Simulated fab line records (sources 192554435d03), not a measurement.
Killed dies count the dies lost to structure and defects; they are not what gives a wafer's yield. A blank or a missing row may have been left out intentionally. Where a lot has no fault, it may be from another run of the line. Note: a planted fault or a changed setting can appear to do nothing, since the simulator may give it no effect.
8D (eight disciplines) problem report, filled in by code + flow n5 finfet + the parts of the form that need people (team, actions taken, sign-off) are left out

== 1. PROBLEM STATEMENT ==
Wafers free of any fault read 1127 nm (standard deviation 18) for M14_ILD_THK at N5_BEOL_M14_THK_MEAS_01, against a mean of 1652 nm on 6 wafers of 2 lots. That is +29 standard deviations from the usual mean.
Earliest sighting: wafer L879.1 on film metro-01 at day 13 00:19. The record has a number at this step for 33 wafers belonging to 11 lots. Rule for "out" (also "out of limits"): further than 4 standard deviations from the usual mean. The rest of the wafers with a number are treated as sound.

== 2. WHAT IT IS AND WHAT IT IS NOT ==
| question                    | is                     | is not                                                                                            |
|-----------------------------|------------------------|---------------------------------------------------------------------------------------------------|
| which readings at this step | M14_ILD_THK            | -                                                                                                 |
| which lots                  | L879, L881             | L873, L876, L877, L887, L890, L891, L892, L893, L896                                              |
| which wafers of those lots  | all that have a number | -                                                                                                 |
| read on which gauges        | film metro-01          | film metro-02                                                                                     |
| when                        | from day 13 00:19      | up to then (9 sound wafers); but 18 sound wafers of L887, L890, L891, L892, L893, L896 came after |

== 3. THE SUSPECTS, EACH WITH WHAT RULES IT OUT ==
Counting: a tool stays on the suspect list if, at a process step up to the reading, it processed all lots that are out and no sound lot following the first of them.
- the gauge at N5_BEOL_M14_THK_MEAS_01: kept. All the wafers that are out were read on film metro-01, and no step on other tools shows them out.
- pecvd-03 at N5_BEOL_M14_ILD_DEP_00 (deposits SiO2 from TEOS/O2, target thk 1119.3 nm, time 237.4 s): kept. All lots that are out passed through it, beginning with L879 at day 13 00:03, and no sound lot followed; its final sound lot before that point was L876 at day 11 20:42.
What counting leaves: pecvd-03 at N5_BEOL_M14_ILD_DEP_00 and film metro-01 at N5_BEOL_M14_THK_MEAS_01.

== 4. THE CAUSE (what the simulator had put in) ==
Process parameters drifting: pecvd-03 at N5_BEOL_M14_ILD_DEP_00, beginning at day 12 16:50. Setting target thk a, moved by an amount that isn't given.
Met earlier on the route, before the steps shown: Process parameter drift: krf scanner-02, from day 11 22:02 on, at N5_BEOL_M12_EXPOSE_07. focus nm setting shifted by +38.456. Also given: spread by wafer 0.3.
2 suspects survive the count, and this tool is in that group.

== 5. THE CHAIN OF EFFECTS, in route order ==
Each row: a reading where the mean over the struck wafers with a number is more than 3 standard deviations away from the usual. Only readings for which the record gives a usual standard deviation are gone through. hours: the time from each lot's start at the first step in this table that gives one to its start at this step, as a median over the lots. sigmas: the change in usual standard deviations.
| hours | step                    | reading     | usual   | on struck wafers | change | sigmas |
|-------|-------------------------|-------------|---------|------------------|--------|--------|
| 0     | N5_BEOL_M14_THK_MEAS_01 | M14_ILD_THK | 1127 nm | 1652             | +525   | +29    |

== 6. HOW IT WOULD HAVE BEEN CAUGHT EARLIER ==
In this record the first reading out of limits at a measuring or inspecting step was taken at day 13 00:19, 7 hours after the fault began at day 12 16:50.
No tool reading at N5_BEOL_M14_ILD_DEP_00 that has a usual standard deviation in the record was out on any struck wafer, so an alarm limit of 4 standard deviations on those readings would not have fired.
Lots out: 2; of these, L881 started N5_BEOL_M14_ILD_DEP_00 on pecvd-03 after day 13 00:19. A hold on the tool at that time would have spared it.
